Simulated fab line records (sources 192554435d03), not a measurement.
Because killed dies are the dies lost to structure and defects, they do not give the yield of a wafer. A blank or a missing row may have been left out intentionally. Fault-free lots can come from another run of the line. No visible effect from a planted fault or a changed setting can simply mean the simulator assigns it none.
The tool behind it: which one? :: flow n5 finfet :: 10 lots, 27 wafers sampled, at 2 steps of a route of 1938

## WHAT EACH GAUGE READ, for each wafer
N5_SD_EPI_P_INSPECT_26: inspects for defects (darkfield).
lot: L230
measured: day 3 11:50
on: defect inspect-02
raw defect count: 189 148 215

lot: L232
measured: day 3 20:10
on: defect inspect-02
raw defect count: 89 157 122

lot: L233
measured: day 4 02:06
on: defect inspect-02
raw defect count: 141 160

lot: L234
measured: day 4 10:19
on: defect inspect-01
raw defect count: 191 212 197

lot: L236
measured: day 5 01:35
on: defect inspect-02
raw defect count: 246 311

lot: L246
measured: day 7 10:14
on: defect inspect-01
raw defect count: 1628 1560 1521

lot: L247
measured: day 7 15:11
on: defect inspect-01
raw defect count: 1582 1483 1551

lot: L249
measured: day 8 03:04
on: defect inspect-01
raw defect count: 234 158

lot: L250
measured: day 8 13:04
on: defect inspect-01
raw defect count: 185 228 249

lot: L253
measured: day 9 05:58
on: defect inspect-01
raw defect count: 286 203 175

## TOOL THAT RAN EACH LOT (tool first, then ch and the chambers of the sampled wafers, then the start)
lot: L230
N5_SD_EPI_P_EPI_21: epi rpcvd-04 ch 0, day 3 10:11

lot: L232
N5_SD_EPI_P_EPI_21: epi rpcvd-04 ch 0, day 3 18:10

lot: L233
N5_SD_EPI_P_EPI_21: epi rpcvd-02 ch 0, day 4 00:05

lot: L234
N5_SD_EPI_P_EPI_21: epi rpcvd-04 ch 0, day 4 07:57

lot: L236
N5_SD_EPI_P_EPI_21: epi rpcvd-01 ch 0, day 4 23:56

lot: L246
N5_SD_EPI_P_EPI_21: epi rpcvd-04 ch 0, day 7 08:13

lot: L247
N5_SD_EPI_P_EPI_21: epi rpcvd-04 ch 0, day 7 13:32

lot: L249
N5_SD_EPI_P_EPI_21: epi rpcvd-02 ch 0, day 8 01:23

lot: L250
N5_SD_EPI_P_EPI_21: epi rpcvd-01 ch 0, day 8 09:59

lot: L253
N5_SD_EPI_P_EPI_21: epi rpcvd-01 ch 0, day 9 03:58
- N5_SD_EPI_P_EPI_21: deposits SiGe:B, time 355 s.

## THE ANSWER, worked out from the rows above alone
Rule: the usual values come from the lots themselves. Put in order of their means at a reading, lots are off if they are a third of the lots or fewer, leave a main group of 4 or more, and stand apart from it by a gap of 3 or more times the standard deviation of the main group's means; of several such gaps the widest counts. A main group whose means are all the same, to the digits that the tables above print for the reading, isn't used. A lot without any number at a reading at which 4 lots or more have one is off too. Where the step has rows for the other lots, those lots are counted as sound.
Off: L246, L247, at N5_SD_EPI_P_INSPECT_26 (raw defect count). Main group: mean 197, sd 44.
If a tool, at a process step before that reading, ran all the lots that are off and no sound lot after the first of them, it fits. The gauges at N5_SD_EPI_P_INSPECT_26 are tried like those tools. One fits: N5_SD_EPI_P_EPI_21 on epi rpcvd-04. Its last sound lot is L234 (day 4 07:57), its first lot that is off L246 (day 7 08:13): a fault that began between those two fits.

## WHAT THE SIMULATOR HAD INSERTED
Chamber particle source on epi rpcvd-04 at N5_SD_EPI_P_EPI_21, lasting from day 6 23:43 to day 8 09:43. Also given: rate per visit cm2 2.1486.
Shown lots that were struck: L246, L247. Same finding as the rule above.
